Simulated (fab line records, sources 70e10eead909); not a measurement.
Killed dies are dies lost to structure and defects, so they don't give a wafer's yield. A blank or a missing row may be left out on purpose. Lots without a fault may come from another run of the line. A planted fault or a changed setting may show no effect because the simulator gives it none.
Chamber matching | flow nand_harc | NHARC_A_CONTACT_CMP_20 on cmp-03: 4 sister chambers
The step polishes, t overpolish 30 s, target thk 300 nm. 16 wafers are shown with their chamber, then 8 later ones without.

WAFERS WITH THEIR CHAMBER
wafer  | chamber | motor_current_A (A) | time_to_endpoint_s (s) | overpolish_run_s (s)
L075.1 | 2       | 11.1                | 58                     | 30.003
L075.4 | 0       | 11.6                | 63                     | 29.988
L075.6 | 3       | 13.3                | 62                     | 30.001
L074.1 | 0       | 11.8                | 62                     | 30.007
L074.2 | 3       | 14.1                | 59                     | 29.991
L074.5 | 2       | 11.8                | 59                     | 29.995
L076.3 | 2       | 10.8                | 63                     | 29.998
L076.4 | 3       | 14.7                | 66                     | 29.993
L076.5 | 1       | 12.6                | 62                     | 29.987
L081.1 | 0       | 12.1                | 57                     | 29.996
L081.3 | 2       | 12.2                | 54                     | 29.994
L081.6 | 1       | 12.8                | 52                     | 30.018
L083.1 | 3       | 14.0                | 58                     | 29.999
L083.2 | 2       | 11.0                | 54                     | 30.002
L083.4 | 1       | 13.0                | 54                     | 30.004
L086.1 | 2       | 11.1                | 59                     | 30.006

SIGNATURES (means of the wafers above)
reading            | chamber 0 | chamber 1 | chamber 2 | chamber 3 | scatter within a chamber
motor_current_A    | 11.833    | 12.800    | 11.333    | 14.025    | 0.471
time_to_endpoint_s | 60.67     | 56.00     | 57.83     | 61.25     | 3.81
overpolish_run_s   | 29.99700  | 30.00300  | 29.99967  | 29.99600  | 0.00839
Rule: a wafer's distance from a chamber is the root of the sum, over the readings, of the square of ((its reading less the chamber's mean) divided by the reading's scatter). The wafer belongs to the nearest chamber; if the next one is less than 2 further off, it can't be placed. The scatter: the root of (the sum of the squares of (reading less its chamber's mean) over the shown wafers, divided by (wafers less chambers)).

WAFERS WITHOUT THEIR CHAMBER
wafer  | motor_current_A (A) | time_to_endpoint_s (s) | overpolish_run_s (s)
L086.3 | 13.8                | 55                     | 30.000
L086.5 | 10.9                | 54                     | 29.998
L094.2 | 12.1                | 61                     | 30.000
L094.4 | 14.9                | 60                     | 30.001
L094.5 | 11.7                | 59                     | 29.998
L095.3 | 14.1                | 62                     | 30.000
L095.5 | 13.9                | 66                     | 29.996
L095.6 | 11.6                | 61                     | 29.987

WHICH CHAMBER EACH WENT THROUGH
wafer  | from the rows above          | in truth
L086.3 | can't be placed: 3 or 1      | 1
L086.5 | can't be placed: 2 or 0      | 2
L094.2 | can't be placed: 0 or 2 or 1 | 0
L094.4 | 3                            | 3
L094.5 | can't be placed: 0 or 2 or 1 | 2
L095.3 | 3                            | 3
L095.5 | 3                            | 3
L095.6 | can't be placed: 0 or 2      | 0
Placed correctly: 3 of 8. Can't be placed from these rows: 5 (the true chamber is among the candidates in 5). Placed wrongly: 0.
